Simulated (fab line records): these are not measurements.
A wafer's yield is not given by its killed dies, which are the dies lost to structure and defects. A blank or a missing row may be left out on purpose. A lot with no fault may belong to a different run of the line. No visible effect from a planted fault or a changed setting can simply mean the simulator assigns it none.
Matching of chambers	flow nand harc	NHARC_A_CONTACT_ETCH_92 on rie diel-13: 4 sister chambers
The step etches the open film in CH3F/O2, target depth 40 nm, time 85.7 s. 14 wafers are shown with their chamber, then 7 later ones without.

== EACH WAFER AND ITS CHAMBER ==
wafer	chamber	showerhead plenum p Torr (Torr)	rf vpp V (V)	ch3f flow sccm (sccm)
L077.1	3	2.48	244.4	49.98
L077.2	1	2.46	244.6	49.86
L077.4	2	2.35	242.7	50.07
L079.1	2	2.35	243.3	49.96
L079.3	0	2.33	240.8	49.95
L079.5	1	2.45	244.8	49.98
L081.2	0	2.33	241.7	50.06
L081.3	2	2.35	243.8	49.89
L081.4	1	2.45	244.7	49.87
L084.3	0	2.33	242.7	49.96
L084.4	2	2.34	243.4	49.93
L084.5	0	2.33	240.5	50.31
L089.4	1	2.45	243.0	49.93
L089.5	3	2.47	245.3	50.03

SIGNATURES, as means of the wafers listed above
reading	chamber 0	chamber 1	chamber 2	chamber 3	scatter within a chamber
showerhead plenum p Torr	2.3300	2.4525	2.3475	2.4750	0.00447
rf vpp V	241.425	244.275	243.300	244.850	0.785
ch3f flow sccm	50.0700	49.9100	49.9625	50.0050	0.106
Rule: a wafer's distance from a chamber is the root of the sum, over the readings, of the square of ((its reading less the chamber's mean) divided by the reading's scatter). The wafer belongs to the nearest chamber; if the next one is less than 2 further off, it can't be placed. The scatter is the square root of a quotient: the sum, over the shown wafers, of each reading's squared deviation from its chamber's mean, divided by wafers minus chambers.

== WAFERS WHOSE CHAMBER IS MISSING ==
wafer	showerhead plenum p Torr (Torr)	rf vpp V (V)	ch3f flow sccm (sccm)
L089.6	2.32	243.9	50.09
L085.3	2.47	246.0	50.14
L085.4	2.34	242.6	50.32
L085.5	2.47	244.0	50.21
L092.2	2.34	243.1	49.88
L092.3	2.47	242.7	50.04
L092.6	2.34	242.7	49.97

== WHICH CHAMBER EACH ONE RAN IN ==
wafer	from the rows above	in truth
L089.6	0	0
L085.3	3	3
L085.4	can't be placed: 0 or 2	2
L085.5	3	3
L092.2	can't be placed: 2 or 0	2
L092.3	can't be placed: 3 or 1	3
L092.6	can't be placed: 2 or 0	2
3 of 7 placed correctly. Not placeable from these rows: 4 (in 4, the candidates include the true chamber). Number placed wrongly: 0.
